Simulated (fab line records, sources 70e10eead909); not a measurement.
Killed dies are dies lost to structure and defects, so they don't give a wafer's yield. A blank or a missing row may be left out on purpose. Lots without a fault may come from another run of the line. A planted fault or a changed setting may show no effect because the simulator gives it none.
Which tool did it? | flow nand_harc | 12 lots, 36 wafers sampled, at 2 steps of a route of 1302

WHAT THE GAUGES READ, wafer by wafer
NHARC_A_M0_INSPECT_11.
lot  | measured     | on                | raw_defect_count
L075 | day 23 02:55 | defect_inspect-01 | 119 115 110
L077 | day 23 10:29 | defect_inspect-02 | 150 156 179
L080 | day 24 15:25 | defect_inspect-02 | 70 70 65
L081 | day 25 06:34 | defect_inspect-01 | 142 147 155
L083 | day 26 11:10 | defect_inspect-01 | 70 70 59
L086 | day 27 00:05 | defect_inspect-01 | 100 97 72
L089 | day 27 22:32 | defect_inspect-01 | 42 45 43
L088 | day 28 06:51 | defect_inspect-02 | 71 55 69
L090 | day 29 22:55 | defect_inspect-01 | 153 139 149
L092 | day 30 19:44 | defect_inspect-01 | 72 66 39
L096 | day 31 04:19 | defect_inspect-02 | 134 111 125
L097 | day 31 23:58 | defect_inspect-01 | 79 73 76

WHICH TOOL RAN EACH LOT (tool, then ch and the chambers of the sampled wafers, then the start)
lot  | NHARC_A_BLC_PVD_32
L075 | pvd_sputter-02, day 23 02:55 or earlier
L077 | pvd_sputter-02, day 23 10:29 or earlier
L080 | pvd_sputter-03, day 24 15:25 or earlier
L081 | pvd_sputter-01, day 25 06:34 or earlier
L083 | pvd_sputter-03, day 26 11:10 or earlier
L086 | pvd_sputter-03, day 27 00:05 or earlier
L089 | pvd_sputter-01, day 27 22:32 or earlier
L088 | pvd_sputter-01, day 28 06:51 or earlier
L090 | pvd_sputter-02, day 29 22:55 or earlier
L092 | pvd_sputter-02, day 30 19:44 or earlier
L096 | pvd_sputter-01, day 31 04:19 or earlier
L097 | pvd_sputter-01, day 31 23:58 or earlier
- NHARC_A_BLC_PVD_32: deposits Ti, target thk 5 nm, time 17.7 s.

THE ANSWER, worked out from the rows above alone
Rule: what is usual is taken from the lots themselves. Put in order of their means at a reading, lots are off if they are a third of the lots or fewer, leave a main group of 4 or more, and stand apart from it by a gap of 3 or more times the standard deviation of the main group's means; of several such gaps the widest counts. A main group whose means are all the same, to the digits that the tables above print for the reading, isn't used. A lot without any number at a reading at which 4 lots or more have one is off too. The other lots that the step has rows for count as sound.
No lot is off at any reading shown: from this, nothing can be told.

WHAT THE SIMULATOR HAD PUT IN
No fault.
